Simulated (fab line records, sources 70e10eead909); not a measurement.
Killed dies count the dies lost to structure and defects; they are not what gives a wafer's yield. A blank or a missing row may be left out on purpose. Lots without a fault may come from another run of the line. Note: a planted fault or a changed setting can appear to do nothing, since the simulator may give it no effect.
fab line records | flow nand-harc | part 2 of 2: steps 5 to 6 of 6
record: lots: 24 | wafers: 72 | last-day: 24
route steps=1159 shown A_STAIRCASE@621
lots that met no fault: from a run of the same line without faults
start-h: start of the lot's first displayed wafer, in hours after the record's first day | wait-h: hours since the lot's step before | " unchanged from the row above | L1.1+2: several wafers, shown together as one row | - value missing, or start not given | * or withheld: withheld | < > ~ a bound
route shown NAME@n: a module of which the file shows steps, and the number in the route of the first | usual: mean/standard deviation taken from wafers without a fault | same: alike in all rows | chamber/n: place in a boat | sites: each site's reading | _std_site: their standard deviation | _edge_site: the outer-site mean with the inner-site mean subtracted | radius-mm: how far each site lies from the wafer's centre | mask NAME#n: copy n | behind: the tool/chamber that last shaped the wafer | hold: why the lot was held/for how many hours/how that ended | device: transistor that didn't switch, given as n, p or np | end of line: at the end of the route, the tests of the same wafers | a step given without rows: its recipe and nothing more | killed: the dies lost at the first sort to structure and to defects; this is not the yield of the wafer | map: per-die view of a wafer (x killed, . not killed, _ where there is no die)
set.NAME: setting as actually run; set.NAME@STEP: the setting as run at that earlier step | model.NAME: the simulator's own value behind a step, which no gauge read
one table for each step of the route and one row for each wafer, over a sample of lots
services: the hour from which a tool's chamber was out of use, counted from the record's first day as start-h (under 0 if before that day), plus the number of hours and why
== steps ==
step: NHARC_A_STAIRCASE_ETCH_452
recipe: target-depth-a: 300 | overetch-a: 30 | time-s: 16.5 | ion-energy-ev: 100 | cf4-flow-sccm: 80 | o2-flow-sccm: 20 | ar-flow-sccm: 0 | rf-w: 300 | bias-w: 100 | chemistry: CF4/O2
usual: cf4-flow-sccm: 80.01/0.25 | drypump-motor-current-A: 5.8/0.51 | oes-product-au: 1.001/0.014 | rf-vpp-V: 197.9/1.7 | showerhead-plenum-p-Torr: 1.34/0.074 | throttle-valve-pct: 13.397/0.0088
lot.wafer | tool        | chamber | start-h | wait-h | cf4-flow-sccm | drypump-motor-current-A | oes-product-au | rf-hours-counter-h | rf-vpp-V | showerhead-plenum-p-Torr | throttle-valve-pct
L074.1    | rie-diel-12 | 1       | -       | -      | 79.97         | 5.9                     | 0.990          | 10                 | 200.0    | 1.44                     | 13.379
L074.2    | "           | 0       | "       | "      | 79.87         | 6.1                     | 0.976          | 11                 | 199.8    | 1.39                     | 13.388
L074.5    | "           | 1       | "       | "      | 80.19         | 5.9                     | 0.985          | -                  | 199.5    | 1.44                     | 13.391
L077.3    | rie-diel-12 | 0       | -       | -      | 79.38         | 6.1                     | 0.981          | 15                 | 198.2    | 1.39                     | 13.401
L077.4    | "           | 1       | "       | "      | 80.27         | 5.9                     | 1.007          | 15                 | 200.7    | 1.44                     | 13.394
L077.6    | "           | 0       | "       | "      | 79.88         | 6.1                     | 0.974          | -                  | 199.4    | 1.39                     | 13.385
L075.3    | rie-diel-11 | 3       | -       | -      | 80.20         | 6.6                     | 0.996          | 28                 | 195.7    | 1.26                     | 13.400
L075.2    | "           | 1       | "       | "      | 80.20         | 5.7                     | 1.009          | 27                 | 198.4    | 1.43                     | 13.390
L075.5    | "           | 3       | "       | "      | 79.96         | 6.6                     | 0.997          | -                  | 196.3    | 1.26                     | 13.404
L078.3    | rie-diel-11 | 1       | -       | -      | 80.38         | 5.7                     | 1.013          | 33                 | 200.2    | 1.43                     | 13.390
L078.2    | "           | 2       | "       | "      | 80.00         | 6.1                     | 0.985          | 32                 | 200.5    | 1.44                     | 13.402
L078.5    | "           | 3       | "       | "      | 80.17         | 6.6                     | 0.994          | -                  | 196.4    | 1.26                     | 13.405
L076.2    | rie-diel-12 | 1       | -       | -      | 80.05         | 5.9                     | 0.995          | 23                 | 199.6    | 1.44                     | 13.402
L076.4    | "           | 0       | "       | "      | 80.47         | 6.0                     | 0.989          | 23                 | 197.7    | 1.39                     | 13.400
L076.5    | "           | 1       | "       | "      | 79.98         | 5.9                     | 1.003          | -                  | 199.4    | 1.44                     | 13.396
L079.3    | rie-diel-11 | 0       | -       | -      | 80.11         | 5.8                     | 1.005          | 35                 | 195.2    | 1.27                     | 13.396
L079.2    | "           | 1       | "       | "      | 80.12         | 5.7                     | 1.008          | 38                 | 199.9    | 1.43                     | 13.407
L079.6    | "           | 0       | "       | "      | 80.53         | 5.7                     | 1.007          | -                  | 195.2    | 1.27                     | 13.386
L081.1    | rie-diel-12 | 2       | -       | -      | 80.35         | 5.4                     | 1.002          | 26                 | 196.3    | 1.27                     | 13.373
L081.4    | "           | 0       | "       | "      | 79.67         | 6.1                     | 0.988          | 27                 | 198.2    | 1.39                     | 13.405
L081.2    | "           | 1       | "       | "      | 80.05         | 5.9                     | 1.011          | 27                 | 201.4    | 1.44                     | 13.372
L080.2    | rie-diel-05 | 2       | -       | -      | 80.43         | 6.1                     | 0.994          | 46                 | 196.5    | 1.27                     | 13.399
L080.4    | "           | 3       | "       | "      | 80.28         | 6.5                     | 1.015          | 44                 | 197.3    | 1.24                     | 13.386
L080.6    | "           | 0       | "       | "      | 80.37         | 4.8                     | 0.992          | -                  | 197.4    | 1.32                     | 13.418
L082.3    | rie-diel-11 | 1       | -       | -      | 79.82         | 5.7                     | 1.025          | 44                 | 200.2    | 1.42                     | 13.403
L082.1    | "           | 2       | "       | "      | 80.07         | 6.1                     | 0.981          | 42                 | 199.5    | 1.44                     | 13.411
L082.5    | "           | 1       | "       | "      | 79.94         | 5.7                     | 1.019          | -                  | 199.2    | 1.42                     | 13.400
L083.1    | rie-diel-05 | 2       | -       | -      | 80.53         | 6.1                     | 0.995          | 50                 | 196.8    | 1.27                     | 13.395
L083.3    | "           | 0       | "       | "      | 79.88         | 4.8                     | 0.996          | 47                 | 198.3    | 1.32                     | 13.402
L083.5    | "           | 1       | "       | "      | 80.29         | 5.7                     | 0.992          | -                  | 198.9    | 1.31                     | 13.402
L084.1    | rie-diel-12 | 2       | -       | -      | 79.79         | 5.3                     | 0.989          | 32                 | 196.5    | 1.26                     | 13.406
L084.2    | "           | 0       | "       | "      | 79.80         | 6.1                     | 0.987          | 31                 | 198.8    | 1.39                     | 13.407
L084.6    | "           | 1       | "       | "      | 80.06         | 5.9                     | 0.981          | -                  | 199.8    | 1.44                     | 13.399
L085.4    | rie-diel-05 | 1       | -       | -      | 80.07         | 5.7                     | 0.990          | 55                 | 197.2    | 1.31                     | 13.403
L085.1    | "           | 2       | "       | "      | 79.82         | 6.2                     | 0.995          | 56                 | 195.4    | 1.27                     | 13.382
L085.5    | "           | 1       | "       | "      | 80.16         | 5.7                     | 0.997          | -                  | 198.1    | 1.31                     | 13.394
L087.4    | rie-diel-05 | 3       | -       | -      | 79.56         | 6.5                     | 1.023          | 55                 | 197.0    | 1.24                     | 13.404
L087.2    | "           | 2       | "       | "      | 79.94         | 6.1                     | 0.980          | 60                 | 196.6    | 1.27                     | 13.410
L087.5    | "           | 0       | "       | "      | 79.59         | 4.7                     | 0.997          | -                  | 197.2    | 1.32                     | 13.389
L086.4    | rie-diel-05 | 0       | -       | -      | 80.11         | 4.7                     | 0.998          | 54                 | 198.0    | 1.32                     | 13.388
L086.1    | "           | 1       | "       | "      | 80.67         | 5.7                     | 0.997          | 58                 | 198.0    | 1.31                     | 13.398
L086.6    | "           | 3       | "       | "      | 79.72         | 6.5                     | 1.014          | -                  | 195.5    | 1.24                     | 13.395
L088.2    | rie-diel-11 | 1       | -       | -      | 80.08         | 5.6                     | 1.012          | 62                 | 198.7    | 1.42                     | 13.390
L088.3    | "           | 3       | "       | "      | 79.75         | 6.6                     | 0.994          | 59                 | 196.7    | 1.25                     | 13.405
L088.6    | "           | 1       | "       | "      | 80.16         | 5.6                     | 1.024          | -                  | 197.8    | 1.42                     | 13.395
L090.1    | rie-diel-11 | 1       | -       | -      | 79.64         | 5.7                     | 1.014          | 62                 | 198.3    | 1.42                     | 13.401
L090.3    | "           | 2       | "       | "      | 79.86         | 6.1                     | 1.000          | 60                 | 199.1    | 1.43                     | 13.410
L090.6    | "           | 0       | "       | "      | 79.85         | 5.7                     | 1.010          | -                  | 196.6    | 1.27                     | 13.402
L089.2    | rie-diel-11 | 1       | -       | -      | 79.77         | 5.7                     | 1.023          | 63                 | 199.4    | 1.42                     | 13.409
L089.1    | "           | 2       | "       | "      | 79.92         | 6.1                     | 0.996          | 61                 | 201.2    | 1.43                     | 13.381
L089.5    | "           | 1       | "       | "      | 79.76         | 5.7                     | 1.033          | -                  | 199.5    | 1.42                     | 13.410
L091.4    | rie-diel-12 | 1       | -       | -      | 80.01         | 5.9                     | 1.002          | 48                 | 200.0    | 1.43                     | 13.383
L091.1    | "           | 3       | "       | "      | 79.71         | 5.6                     | 1.001          | 49                 | 199.0    | 1.37                     | 13.396
L091.6    | "           | 0       | "       | "      | 79.48         | 6.1                     | 0.973          | -                  | 196.6    | 1.38                     | 13.396
L093.2    | rie-diel-05 | 3       | -       | -      | 80.09         | 6.5                     | 1.008          | 1                  | 201.6    | 1.45                     | 13.406
L093.1    | "           | 2       | "       | "      | 79.76         | 6.1                     | 0.979          | 1                  | 197.1    | 1.27                     | 13.401
L093.6    | "           | 0       | "       | "      | 80.09         | 4.7                     | 1.008          | -                  | 197.8    | 1.32                     | 13.404
L092.4    | rie-diel-05 | 1       | -       | -      | 80.07         | 5.7                     | 1.026          | 4                  | 195.4    | 1.31                     | 13.397
L092.3    | "           | 2       | "       | "      | 79.94         | 6.1                     | 0.970          | 4                  | 197.8    | 1.27                     | 13.398
L092.1    | "           | 3       | "       | "      | 80.35         | 6.5                     | 0.994          | 4                  | 199.6    | 1.44                     | 13.393
L096.2    | rie-diel-05 | 2       | -       | -      | 80.10         | 6.2                     | 0.968          | 11                 | 195.6    | 1.27                     | 13.392
L096.4    | "           | 0       | "       | "      | 80.15         | 4.7                     | 1.017          | 9                  | 198.5    | 1.31                     | 13.400
L096.5    | "           | 2       | "       | "      | 80.10         | 6.1                     | 0.975          | -                  | 195.9    | 1.27                     | 13.410
L094.1    | rie-diel-11 | 2       | -       | -      | 79.87         | 6.1                     | 1.017          | 2                  | 200.1    | 1.43                     | 13.394
L094.4    | "           | 3       | "       | "      | 79.91         | 6.6                     | 1.014          | -                  | 195.4    | 1.25                     | 13.397
L094.6    | "           | 0       | "       | "      | 79.93         | 5.7                     | 0.990          | -                  | 196.7    | 1.26                     | 13.386
L097.2    | rie-diel-05 | 0       | -       | -      | 79.91         | 4.7                     | 1.017          | 11                 | 197.7    | 1.31                     | 13.411
L097.4    | "           | 2       | "       | "      | 80.04         | 6.1                     | 0.980          | 13                 | 195.8    | 1.27                     | 13.401
L097.6    | "           | 1       | "       | "      | 79.94         | 5.7                     | 1.015          | -                  | 198.8    | 1.31                     | 13.393
L095.1    | rie-diel-11 | 3       | -       | -      | 80.02         | 6.6                     | 1.005          | 7                  | 196.3    | 1.25                     | 13.409
L095.3    | "           | 0       | "       | "      | 80.27         | 5.8                     | 0.983          | 7                  | 196.0    | 1.26                     | 13.399
L095.6    | "           | 1       | "       | "      | 79.84         | 5.7                     | 1.026          | -                  | 200.0    | 1.42                     | 13.389
step: NHARC_A_STAIRCASE_DEP_301
recipe: target-thk-a: 300 | target-thk-nm: 30 | temp-c: 400 | pressure-torr: 3.5 | flow-sccm: 200 | rf-w: 350 | material: SiON
usual: heater-power-w: 774/110 | susceptor-temp-C: 400.01/0.24
lot.wafer | tool     | chamber | start-h | wait-h | heater-power-w | susceptor-temp-C
L074.2    | pecvd-01 | 0       | 250.50  | 1.2    | 876            | 399.48
L074.1    | "        | 1       | "       | "      | 658            | 400.02
L074.5    | "        | 2       | "       | "      | 635            | 399.93
L077.3    | pecvd-01 | 1       | 265.82  | 1.0    | 648            | 399.99
L077.4    | "        | 2       | "       | "      | 610            | 400.31
L077.6    | "        | 1       | "       | "      | 636            | 400.15
L075.2    | pecvd-03 | 0       | 268.75  | 1.6    | 780            | 399.76
L075.3    | "        | 1       | "       | "      | 719            | 399.87
L075.5    | "        | 2       | "       | "      | 773            | 400.02
L078.3    | pecvd-01 | 0       | 277.44  | 0.9    | 928            | 400.16
L078.2    | "        | 1       | "       | "      | 643            | 399.92
L078.5    | "        | 2       | "       | "      | 588            | 400.05
L076.2    | pecvd-02 | 0       | 281.95  | 1.3    | 810            | 400.01
L076.4    | "        | 2       | "       | "      | 917            | 400.17
L076.5    | "        | 0       | "       | "      | 821            | 399.90
L079.3    | pecvd-02 | 0       | 291.56  | 1.0    | 798            | 399.94
L079.2    | "        | 1       | "       | "      | 665            | 400.08
L079.6    | "        | 2       | "       | "      | 928            | 399.85
L081.2    | pecvd-02 | 1       | 291.76  | 1.3    | 763            | 400.52
L081.1    | "        | 2       | "       | "      | 933            | 400.39
L081.4    | "        | 2       | "       | "      | 919            | 399.99
L080.2    | pecvd-02 | 1       | 294.30  | 1.3    | 660            | 399.63
L080.6    | "        | 0       | "       | "      | 804            | 400.14
L080.4    | "        | 1       | "       | "      | 663            | 399.86
L082.1    | pecvd-02 | 2       | 307.98  | 1.6    | 942            | 400.47
L082.3    | "        | 1       | "       | "      | 673            | 399.73
L082.5    | "        | 2       | "       | "      | 964            | 400.35
L083.1    | pecvd-01 | 0       | 310.75  | 1.6    | 962            | 399.89
L083.3    | "        | 0       | "       | "      | 928            | 399.93
L083.5    | "        | 2       | "       | "      | 629            | 399.75
L084.1    | pecvd-03 | 2       | 314.14  | 1.6    | 677            | 400.12
L084.2    | "        | 0       | "       | "      | 855            | 400.47
L084.6    | "        | 2       | "       | "      | 673            | 399.87
L085.1    | pecvd-02 | 2       | 321.03  | 1.6    | 803            | 400.52
L085.5    | "        | 0       | "       | "      | 874            | 400.40
L085.4    | "        | 1       | "       | "      | 763            | 400.06
L087.2    | pecvd-03 | 0       | 330.54  | 1.3    | 799            | 399.94
L087.5    | "        | 1       | "       | "      | 758            | 400.06
L087.4    | "        | 2       | "       | "      | 695            | 399.85
L086.1    | pecvd-01 | 0       | 332.49  | 1.7    | 797            | 399.81
L086.6    | "        | 0       | "       | "      | 785            | 400.24
L086.4    | "        | 1       | "       | "      | 650            | 400.16
L088.2    | pecvd-02 | 2       | 351.42  | 1.3    | 957            | 399.99
L088.3    | "        | 0       | "       | "      | 825            | 399.82
L088.6    | "        | 1       | "       | "      | 721            | 399.59
L090.1    | pecvd-01 | 2       | 352.43  | 1.6    | 615            | 399.60
L090.3    | "        | 0       | "       | "      | 788            | 399.95
L090.6    | "        | 1       | "       | "      | 569            | 400.41
L089.1    | pecvd-03 | 2       | 356.78  | 1.6    | 756            | 399.85
L089.2    | "        | 0       | "       | "      | 833            | 399.55
L089.5    | "        | 2       | "       | "      | 747            | 399.88
L091.1    | pecvd-02 | 0       | 358.67  | 1.6    | 878            | 400.49
L091.6    | "        | 1       | "       | "      | 735            | 400.08
L091.4    | "        | 0       | "       | "      | 885            | 400.27
L093.2    | pecvd-02 | 2       | 359.57  | 1.2    | 890            | 400.13
L093.1    | "        | 1       | "       | "      | 650            | 399.81
L093.6    | "        | 2       | "       | "      | 890            | 400.18
L092.1    | pecvd-03 | 2       | 369.82  | 1.6    | 745            | 400.29
L092.4    | "        | 1       | "       | "      | 871            | 400.06
L092.3    | "        | 2       | "       | "      | 766            | 400.28
L096.2    | pecvd-03 | 0       | 385.54  | 1.3    | 823            | 399.42
L096.5    | "        | 1       | "       | "      | 794            | 400.10
L096.4    | "        | 0       | "       | "      | 833            | 399.51
L094.1    | pecvd-01 | 0       | 389.90  | 1.6    | 898            | 400.07
L094.4    | "        | 0       | "       | "      | 905            | 400.15
L094.6    | "        | 1       | "       | "      | 587            | 400.30
L097.2    | pecvd-03 | 1       | 390.98  | 1.2    | 817            | 399.94
L097.4    | "        | 2       | "       | "      | 657            | 399.74
L097.6    | "        | 0       | "       | "      | 781            | 399.80
L095.1    | pecvd-02 | 1       | 399.29  | 1.6    | 711            | 399.95
L095.3    | "        | 2       | "       | "      | 938            | 399.87
L095.6    | "        | 2       | "       | "      | 975            | 399.45
== services ==
tool        | chamber | start-h | hours | kind
rie-diel-05 | 0       | 221.76  | -     | clean
rie-diel-05 | 1       | 221.76  | -     | clean
rie-diel-05 | 2       | 221.76  | -     | clean
rie-diel-05 | 3       | 221.76  | -     | clean
rie-diel-12 | 0       | 236.04  | -     | clean
rie-diel-12 | 1       | 236.04  | -     | clean
pecvd-03    | -       | 236.09  | 0.7   | repair
pecvd-01    | -       | 237.05  | 13.0  | pm
pecvd-03    | 1       | 238.70  | 23.4  | repair
rie-diel-11 | 2       | 242.83  | 4.5   | repair
pecvd-02    | -       | 251.24  | 3.0   | repair
rie-diel-11 | 0       | 259.02  | 6.5   | repair
pecvd-01    | -       | 290.37  | 2.0   | repair
pecvd-03    | -       | 292.90  | 13.0  | pm
pecvd-01    | 1       | 297.26  | 19.5  | repair
pecvd-02    | -       | 329.52  | 1.4   | repair
pecvd-02    | -       | 334.00  | 13.0  | pm
rie-diel-05 | -       | 340.65  | 9.0   | pm
pecvd-03    | 0       | 362.61  | 15.2  | repair
rie-diel-11 | -       | 366.55  | 9.0   | pm
rie-diel-05 | 0       | 372.58  | 1.2   | repair
rie-diel-12 | -       | 379.53  | 9.0   | pm
rie-diel-11 | 1       | 383.84  | 2.7   | repair
pecvd-02    | -       | 390.66  | 1.6   | repair
